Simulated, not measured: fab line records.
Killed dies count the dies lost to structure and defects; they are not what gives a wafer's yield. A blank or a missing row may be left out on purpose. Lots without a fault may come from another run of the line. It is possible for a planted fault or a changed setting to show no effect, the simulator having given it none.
2 desks, one fault -- flow n5 finfet -- each desk holds nothing but its own numbers, with what lay behind them at the end

## AT THE METROLOGY DESK
What the gauges read, lot by lot, whatever tool the lot ran on: means of the sampled wafers that have a number. Marked OUT: a lot whose mean sits more than 4 standard deviations from the usual mean, which makes it out of limits; the brackets give that distance.
Columns: A = M8_THK at N5_BEOL_M8_THK_MEAS_53, usual 80.4 nm
lot,first seen here,A
L171,day 9 13:14,82.0
L178,day 10 18:29,79.1
L177,day 11 07:35,79.3
L179,day 11 08:29,79.5
L185,day 12 18:47,80.0
L189,day 13 22:22,82.3
L191,day 14 22:04,83.2
L194,day 15 02:48,81.4
L192,day 15 04:11,79.7
L193,day 15 04:22,80.6
Finding of this desk: none of the 10 lots has anything out of limits.

## AT THE TOOL OWNER'S DESK: pecvd-03
The tool's own readings at N5_BEOL_M8_PECVD_70 (deposits SiO2 from TEOS/O2, target thk 20 nm, time 22.7 s): means of the sampled wafers that have a number, for each lot that ran on this tool. Marked OUT: a lot whose mean sits more than 4 standard deviations from the usual mean, which makes it out of limits; the brackets give that distance.
Columns: A = heater power w at N5_BEOL_M8_PECVD_70, usual 667 W; B = rf fwd power W at N5_BEOL_M8_PECVD_70, usual 445.3 W; C = showerhead plenum p Torr at N5_BEOL_M8_PECVD_70, usual 8.78 Torr; D = throttle valve pct at N5_BEOL_M8_PECVD_70, usual 22.2 %
lot,first seen here,A,B,C,D
L171,day 9 04:28,619,447.7,8.73,22.2
L178,day 10 12:35,615,445.8,8.69,20.6
L179,day 11 01:05,648,445.6,8.78,23.0
L185,day 12 07:26,586,445.8,8.79,23.4
L191,day 14 16:15,545,444.4,8.81,24.0
Finding of this desk: none of the 5 lots has anything out of limits.

## PUT TOGETHER
From the metrology desk's view, nothing was out of limits.
Nothing out of limits was seen by the tool owner's desk.

## WHAT THE SIMULATOR HAD PUT IN
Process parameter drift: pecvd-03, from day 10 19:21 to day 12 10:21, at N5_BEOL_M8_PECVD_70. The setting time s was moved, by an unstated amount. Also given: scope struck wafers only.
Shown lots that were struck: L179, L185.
